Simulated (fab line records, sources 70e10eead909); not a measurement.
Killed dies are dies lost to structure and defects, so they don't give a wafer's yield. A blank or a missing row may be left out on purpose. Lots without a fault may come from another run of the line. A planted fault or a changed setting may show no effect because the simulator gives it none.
fab line records | flow nand_harc
record lots=12 wafers=36 last_day=32
route steps=1302 shown A_M0@1162 A_M1@1169 END@1302
lots that met no fault: from a run of the same line without faults
start_h: hours from the record's first day to the start of the lot's first wafer shown | wait_h: hours since the lot's step before | " the same as in the row above | L1.1+2: a row that stands for several wafers | - no value, or no start given | * or withheld: withheld | < > ~ a bound
route shown NAME@n: a module of which the file shows steps, and the number in the route of the first | usual: mean/standard deviation of fault-free wafers | same: alike in all rows | chamber/n: place in a boat | sites: the reading at each site | _std_site: their standard deviation | _edge_site: outer sites' mean less inner sites' | radius_mm: how far each site lies from the wafer's centre | mask NAME#n: copy n | behind: the tool/chamber that last shaped the wafer | hold: why the lot was held/for how many hours/how that ended | device: the transistor (n, p or np) that didn't switch | end of line: the same wafers' tests at the end of the route | a step without rows: its recipe alone | killed: dies lost to structure and defects at the first sort, not the wafer's yield | map: a wafer's dies, x killed, . not, _ none there
set.NAME: the setting as run; set.NAME@STEP: as run at that earlier step | model.NAME: the simulator's own value behind a step, which no gauge read
steps of the route over a sample of lots; a table a step, a row a wafer
services: from which hour (start_h, from the record's first day; less than 0 if before it) a tool's chamber was out of use, for how many hours, and why
## steps
# step NHARC_A_M0_CMP_23
# recipe t_overpolish_s=20 target_thk_nm=113.75
# usual motor_current_A=11.9/1.3 time_to_endpoint_s=28.0/2.9
# columns lot.wafer tool chamber start_h wait_h motor_current_A time_to_endpoint_s
L315.3 cmp-03 1 502.50 - 11.2 30.4
L315.2 " 0 " " 11.1 30.4
L315.6 " 2 " " 12.2 29.5
L316.3 cmp-04 2 509.45 - 9.7 26.2
L316.6 " 3 " " 15.0 22.0
L316.5 " 0 " " 11.5 23.0
L317.2 cmp-03 3 524.87 - 12.3 26.2
L317.4 " 0 " " 11.2 30.0
L317.5 " 3 " " 11.7 26.3
L322.1 cmp-03 3 584.31 - 12.2 28.6
L322.4 " 0 " " 11.0 31.4
L322.6 " 2 " " 12.6 32.9
L325.2 cmp-03 3 605.44 - 11.3 29.0
L325.4 " 0 " " 11.6 31.8
L325.1 " 1 " " 12.0 31.3
L328.1 cmp-04 3 627.28 - 14.1 25.4
L328.3 " 0 " " 11.7 24.2
L328.2 " 1 " " 13.0 28.0
L330.4 cmp-03 0 635.14 - 11.5 27.8
L330.3 " 1 " " 11.1 28.2
L330.6 " 0 " " 11.1 28.5
L331.4 cmp-01 1 642.03 - 10.9 29.4
L331.3 " 0 " " 11.6 31.1
L331.6 " 1 " " 11.5 28.4
L332.1 cmp-01 0 676.23 - 10.8 30.6
L332.6 " 2 " " 10.7 27.1
L332.5 " 3 " " 13.7 33.0
L335.4 cmp-01 2 702.74 - 10.3 26.6
L335.5 " 1 " " 11.6 29.1
L335.6 " 2 " " 11.0 30.4
L337.4 cmp-03 2 716.67 - 12.6 28.9
L337.2 " 3 " " 12.1 25.3
L337.1 " 0 " " 11.2 28.5
L338.1 cmp-04 3 726.88 - 14.5 23.2
L338.2 " 0 " " 11.7 28.4
L338.3 " 2 " " 9.8 30.1
# step NHARC_A_M1_DEP_00
# recipe target_thk_a=1825 target_thk_nm=182.5 temp_c=withheld pressure_torr=5 flow_sccm=200 rf_w=600 material=SiOC
# columns lot.wafer tool chamber start_h wait_h
L315.3+2+6 pecvd-02 2,0,0 503.54 -
L316.3+5+6 pecvd-02 2,2,0 510.45 -
L317.2+5+4 pecvd-04 0,0,1 525.91 -
L322.1+6+4 pecvd-04 0,1,2 585.40 -
L325.2+1+4 pecvd-04 1,2,2 606.45 -
L328.1+2+3 pecvd-01 0,1,2 628.32 -
L330.3+6+4 pecvd-02 2,1,2 636.26 -
L331.3+4+6 pecvd-01 0,1,0 643.15 -
L332.1+5+6 pecvd-02 2,2,1 677.40 -
L335.6+5+4 pecvd-01 0,1,2 703.88 -
L337.1+2+4 pecvd-02 0,1,2 717.80 -
L338.3+2+1 pecvd-01 1,2,0 727.91 -
# step NHARC_A_M1_INSPECT_11
# usual raw_defect_count=93/36
# columns lot.wafer tool chamber start_h wait_h raw_defect_count
L315.2 defect_inspect-02 - 504.37 0.0 98
L315.3 " - " " 113
L315.6 " - " " 82
L316.3 defect_inspect-01 - 511.36 0.0 73
L316.5 " - " " 84
L316.6 " - " " 72
L317.2 defect_inspect-01 - 526.88 0.1 106
L317.4 " - " " 100
L317.5 " - " " 83
L322.1 defect_inspect-02 - 586.27 0.0 131
L322.4 " - " " 132
L322.6 " - " " 1009
L325.1 defect_inspect-01 - 607.29 0.0 121
L325.2 " - " " 965
L325.4 " - " " 107
L328.1 defect_inspect-01 - 629.16 0.0 129
L328.2 " - " " 136
L328.3 " - " " 104
L330.3 defect_inspect-02 - 637.13 0.0 162
L330.4 " - " " 144
L330.6 " - " " 161
L331.3 defect_inspect-02 - 643.89 0.0 27
L331.4 " - " " 34
L331.6 " - " " 36
L332.1 defect_inspect-01 - 678.23 0.0 107
L332.5 " - " " 95
L332.6 " - " " 114
L335.4 defect_inspect-02 - 704.70 0.0 158
L335.5 " - " " 180
L335.6 " - " " 160
L337.1 defect_inspect-01 - 718.71 0.0 46
L337.2 " - " " 55
L337.4 " - " " 48
L338.1 defect_inspect-01 - 728.87 0.0 113
L338.2 " - " " 117
L338.3 " - " " 83
# step NHARC_A_M1_DESCUM_14
# recipe time_s=3 o2_flow_sccm=200 ar_flow_sccm=0 bias_power_w=0 chemistry=O2
# usual drypump_motor_current_A=5.5/0.59 oes_product_au=0.999/0.0094 rf_vpp_V=57.7/0.83 showerhead_plenum_p_Torr=1.89/0.091 throttle_valve_pct=11.312/0.0088
# columns lot.wafer tool chamber start_h wait_h drypump_motor_current_A oes_product_au rf_hours_counter_h rf_vpp_V showerhead_plenum_p_Torr throttle_valve_pct
L315.3 rie_diel-11 2 504.43 0.1 4.7 0.991 3 57.3 1.78 11.322
L315.2 " 3 " " 4.7 0.986 3 57.4 1.78 11.324
L315.6 " 3 " " 4.7 0.995 - 57.6 1.78 11.295
L316.3 rie_diel-11 1 511.42 0.1 5.8 1.026 3 57.6 1.97 11.313
L316.5 " 1 " " 5.8 1.012 - 58.2 1.97 11.317
L316.6 " 2 " " 4.7 1.007 - 58.1 1.78 11.315
L317.4 rie_diel-11 0 526.94 0.1 5.4 0.991 4 58.4 2.03 11.308
L317.2 " 1 " " 5.8 1.012 3 57.7 1.97 11.325
L317.5 " 1 " " 5.8 1.001 - 58.6 1.97 11.319
L322.4 rie_diel-10 3 586.33 0.1 6.2 0.986 0 56.7 1.92 11.313
L322.1 " 0 " " 6.6 1.002 0 57.5 1.88 11.318
L322.6 " 3 " " 6.2 0.993 - 56.9 1.92 11.318
L325.4 rie_diel-10 1 607.36 0.1 6.4 1.014 1 58.4 1.99 11.300
L325.2 " 2 " " 5.3 1.005 0 56.1 1.82 11.329
L325.1 " 3 " " 6.2 0.988 1 58.3 1.92 11.321
L328.2 rie_diel-10 0 629.22 0.1 6.6 0.997 4 56.8 1.88 11.310
L328.3 " 1 " " 6.4 1.008 3 59.9 1.99 11.321
L328.1 " 2 " " 5.3 0.996 2 56.4 1.82 11.296
L330.3 rie_diel-06 3 637.21 0.1 5.2 1.003 10 59.0 1.80 11.305
L330.6 " 3 " " 5.2 0.999 - 56.0 1.80 11.312
L330.4 " 1 " " 5.8 0.971 - 57.7 1.91 11.327
L331.4 rie_diel-11 2 643.95 0.1 4.7 1.004 1 59.0 1.78 11.320
L331.3 " 1 " " 5.8 1.002 1 58.0 1.97 11.311
L331.6 " 3 " " 4.7 0.997 - 56.8 1.78 11.306
L332.1 rie_diel-06 0 678.31 0.1 5.5 1.005 1 58.2 1.85 11.313
L332.5 " 1 " " 5.7 1.001 - 57.6 1.91 11.308
L332.6 " 2 " " 5.9 1.001 - 59.3 2.01 11.310
L335.4 rie_diel-11 1 704.79 0.1 5.8 0.996 2 57.1 1.97 11.305
L335.5 " 2 " " 4.7 1.002 - 57.6 1.78 11.307
L335.6 " 3 " " 4.7 0.980 - 57.4 1.78 11.302
L337.2 rie_diel-06 3 718.77 0.1 5.2 1.004 5 57.0 1.80 11.320
L337.1 " 0 " " 5.5 1.002 5 58.0 1.85 11.308
L337.4 " 2 " " 5.9 1.005 5 57.6 2.01 11.312
L338.1 rie_diel-10 0 728.93 0.1 6.6 0.998 10 57.8 1.88 11.330
L338.2 " 1 " " 6.4 1.014 9 56.9 1.98 11.304
L338.3 " 3 " " 6.2 0.988 10 57.2 1.92 11.307
# step NHARC_A_M1_ETCH_35
# recipe target_depth_a=400 overetch_a=120 time_s=43.94 ion_energy_ev=200 n2_flow_sccm=150 h2_flow_sccm=150 ar_flow_sccm=0 rf_w=400 bias_w=150 chemistry=N2/H2
# usual drypump_motor_current_A=5.5/0.58 oes_product_au=0.997/0.0094 rf_vpp_V=429.6/2.8 showerhead_plenum_p_Torr=2.01/0.1 throttle_valve_pct=14.171/0.0088
# columns lot.wafer tool chamber start_h wait_h drypump_motor_current_A oes_product_au rf_hours_counter_h rf_vpp_V showerhead_plenum_p_Torr throttle_valve_pct
L315.3 rie_diel-11 0 504.52 0.1 5.4 0.999 3.1 433.9 2.17 14.163
L315.2 " 1 " " 5.8 1.011 2.3 431.0 2.10 14.161
L315.6 " 0 " " 5.4 0.998 - 433.7 2.17 14.170
L316.3 rie_diel-11 3 511.51 0.1 4.7 0.992 3.2 427.5 1.90 14.180
L316.5 " 2 " " 4.7 0.988 - 427.3 1.90 14.153
L316.6 " 3 " " 4.7 0.988 - 427.4 1.90 14.171
L317.4 rie_diel-11 2 527.03 0.1 4.7 0.987 3.3 426.0 1.90 14.148
L317.2 " 3 " " 4.7 0.991 3.5 426.5 1.90 14.174
L317.5 " 3 " " 4.7 0.981 - 424.3 1.90 14.181
L322.1 rie_diel-10 2 586.42 0.1 5.3 1.001 0.1 426.4 1.94 14.166
L322.4 " 3 " " 6.2 0.993 0.2 428.9 2.05 14.173
L322.6 " 1 " " 6.4 0.999 - 431.5 2.12 14.179
L325.2 rie_diel-10 0 607.44 0.1 6.6 0.994 1.4 429.8 2.00 14.152
L325.1 " 1 " " 6.4 1.007 1.3 432.9 2.12 14.163
L325.4 " 3 " " 6.2 0.989 1.3 430.7 2.05 14.164
L328.1 rie_diel-10 2 629.31 0.1 5.3 1.001 2.2 428.0 1.94 14.187
L328.3 " 3 " " 6.2 0.996 4.0 431.1 2.05 14.177
L328.2 " 0 " " 6.6 1.001 3.6 430.8 2.00 14.184
L330.4 rie_diel-11 2 637.32 0.1 4.7 1.008 1.0 427.8 1.90 14.164
L330.3 " 0 " " 5.4 0.989 1.3 434.3 2.17 14.182
L330.6 " 2 " " 4.7 1.000 - 426.7 1.90 14.174
L331.4 rie_diel-11 1 644.04 0.1 5.8 0.997 1.2 431.0 2.10 14.178
L331.3 " 2 " " 4.7 0.996 1.2 425.6 1.90 14.175
L331.6 " 2 " " 4.7 0.998 - 425.7 1.90 14.167
L332.1 rie_diel-06 2 678.38 0.1 5.9 1.000 1.2 432.8 2.15 14.164
L332.6 " 1 " " 5.7 0.989 - 430.0 2.04 14.175
L332.5 " 2 " " 5.9 1.001 - 433.3 2.15 14.175
L335.4 rie_diel-11 1 704.86 0.1 5.8 1.004 2.4 431.5 2.10 14.181
L335.5 " 3 " " 4.7 0.993 - 425.9 1.89 14.173
L335.6 " 0 " " 5.4 0.988 - 433.0 2.17 14.183
L337.4 rie_diel-06 3 718.85 0.1 5.2 1.011 5.1 426.9 1.92 14.146
L337.2 " 0 " " 5.5 1.002 4.7 428.0 1.97 14.170
L337.1 " 1 " " 5.8 0.985 4.7 430.4 2.03 14.167
L338.1 rie_diel-10 3 729.04 0.1 6.2 0.988 9.6 431.7 2.05 14.173
L338.3 " 0 " " 6.6 0.986 10.3 430.8 2.00 14.164
L338.2 " 1 " " 6.4 1.003 8.6 432.6 2.12 14.171
# step NHARC_END_SORT_01
# recipe temp_c=25
# usual defect_limited_yield=90.1/2.5 killed_at_array=62/18 killed_at_other=0.9/1.2 killed_at_periphery=4.2/2.9 killed_dies=67/17 killed_open=3.6/1.9 killed_short=2.5/1.6
# same gross_dies=677
# columns lot.wafer tool chamber start_h wait_h defect_limited_yield[%] killed_at_array killed_at_other killed_at_periphery killed_dies killed_open killed_short
L322.1 prober-02 0 624.80 2.5 87.6 80 0 4 84 2 2
L322.4 prober-02 0 627.22 3.4 86.1 93 0 1 94 3 0
L322.6 prober-02 0 628.83 4.0 72.7 181 0 4 185 6 4
L325.1 prober-02 0 647.57 2.5 89.2 72 0 1 73 4 1
L325.2 prober-02 0 648.37 2.8 74.0 175 0 1 176 1 5
L325.4 prober-02 0 649.95 3.4 89.1 73 0 1 74 3 2
# killed by level:class
L322.1 A_CHANNEL_HOLE_D1:chamber_film_flake=28 A_SLIT:chamber_film_flake=24 A_CHANNEL_HOLE_D2:chamber_film_flake=15 A_WL_FILL:chamber_film_flake=3 A_WL_FILL:geometric_particle:short=2 P_STI:chamber_film_flake=2 P_GATE:chamber_film_flake=2 A_STAIRCASE:chamber_film_flake=2
L322.4 A_CHANNEL_HOLE_D1:chamber_film_flake=39 A_SLIT:chamber_film_flake=28 A_CHANNEL_HOLE_D2:chamber_film_flake=13 A_CHANNEL_FILL_D1:chamber_film_flake=3 A_WL_FILL:chamber_film_flake=3 A_M1:chamber_film_flake=2 A_SOURCE_PLATE:geometric_particle:open=1 A_ONON_D1:geometric_particle:open=1
L322.6 A_M1:unspecified=92 A_SLIT:chamber_film_flake=31 A_CHANNEL_HOLE_D1:chamber_film_flake=29 A_CHANNEL_HOLE_D2:chamber_film_flake=13 A_M1:chamber_film_flake=5 A_CHANNEL_FILL_D1:geometric_particle:short=2 P_CONTACT:geometric_particle:open=1 P_M0:geometric_particle:open=1
L325.1 A_SLIT:chamber_film_flake=38 A_CHANNEL_HOLE_D1:chamber_film_flake=25 A_M0:geometric_particle:open=2 A_STAIRCASE:chamber_film_flake=2 A_SGD_CUT:chamber_film_flake=2 P_GATE:geometric_particle:short=1 A_CHANNEL_HOLE_D1:geometric_particle:open=1 A_CHANNEL_FILL_D1:geometric_particle:open=1
L325.2 A_M1:unspecified=100 A_CHANNEL_HOLE_D1:chamber_film_flake=37 A_SLIT:chamber_film_flake=28 A_CHANNEL_FILL_D1:geometric_particle:short=4 A_STAIRCASE:chamber_film_flake=2 A_CHANNEL_FILL_D2:geometric_particle:short=1 A_WL_FILL:geometric_particle:open=1 P_STI:chamber_film_flake=1
L325.4 A_CHANNEL_HOLE_D1:chamber_film_flake=34 A_SLIT:chamber_film_flake=28 A_SGD_CUT:chamber_film_flake=4 A_CONTACT:chamber_film_flake=2 A_ONON_D1:geometric_particle:short=1 A_CHANNEL_HOLE_D1:geometric_particle:open=1 A_CHANNEL_FILL_D1:geometric_particle:open=1 A_CHANNEL_FILL_D1:geometric_particle:short=1
## services
# columns tool chamber start_h hours kind
rie_diel-10 0 479.45 10.7 repair
cmp-03 - 489.26 3.4 repair
cmp-03 - 509.84 0.6 repair
cmp-03 - 530.14 4.0 pm
pecvd-02 - 532.35 2.1 repair
rie_diel-11 1 544.97 13.2 repair
pecvd-02 - 565.66 13.0 pm
rie_diel-11 3 570.24 9.9 repair
rie_diel-10 - 572.50 9.0 pm
rie_diel-11 - 585.50 9.0 pm
rie_diel-10 2 594.51 12.0 repair
rie_diel-10 - 599.08 1.2 repair
rie_diel-10 2 612.59 3.0 repair
cmp-03 - 616.19 5.9 repair
cmp-03 - 628.20 4.0 pm
rie_diel-10 3 635.63 26.0 repair
rie_diel-10 1 640.03 2.7 repair
rie_diel-11 2 669.27 8.2 repair
cmp-03 - 696.34 0.4 repair
rie_diel-10 1 710.21 7.1 repair
cmp-03 - 715.59 0.9 repair
rie_diel-10 2 723.92 9.0 repair
rie_diel-10 - 724.92 3.7 repair
cmp-03 - 726.20 4.0 pm
## key
first_sign step=NHARC_A_M1_INSPECT_11 reading=raw_defect_count direction=up sigmas=25 usual=93 struck=987
effect step=NHARC_END_SORT_01 reading=defect_limited_yield direction=down sigmas=6.6 usual=90.1 struck=73.3
more_kills_born_at NHARC_A_M1_DEP_00@pecvd-04=192
met_at NHARC_A_M1_DEP_00
struck_lots L322,L325
struck_wafers L322.6,L325.2
not_acting_at NHARC_A_M0_CMP_23,NHARC_A_M1_DESCUM_14,NHARC_A_M1_ETCH_35
onset_between 525.91 585.40
fault kind=chamber_particle_source tool=pecvd-04 chamber=1 onset_h=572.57 steps=NHARC_A_M1_DEP_00 rate_per_visit_cm2=1.3442 end_h=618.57
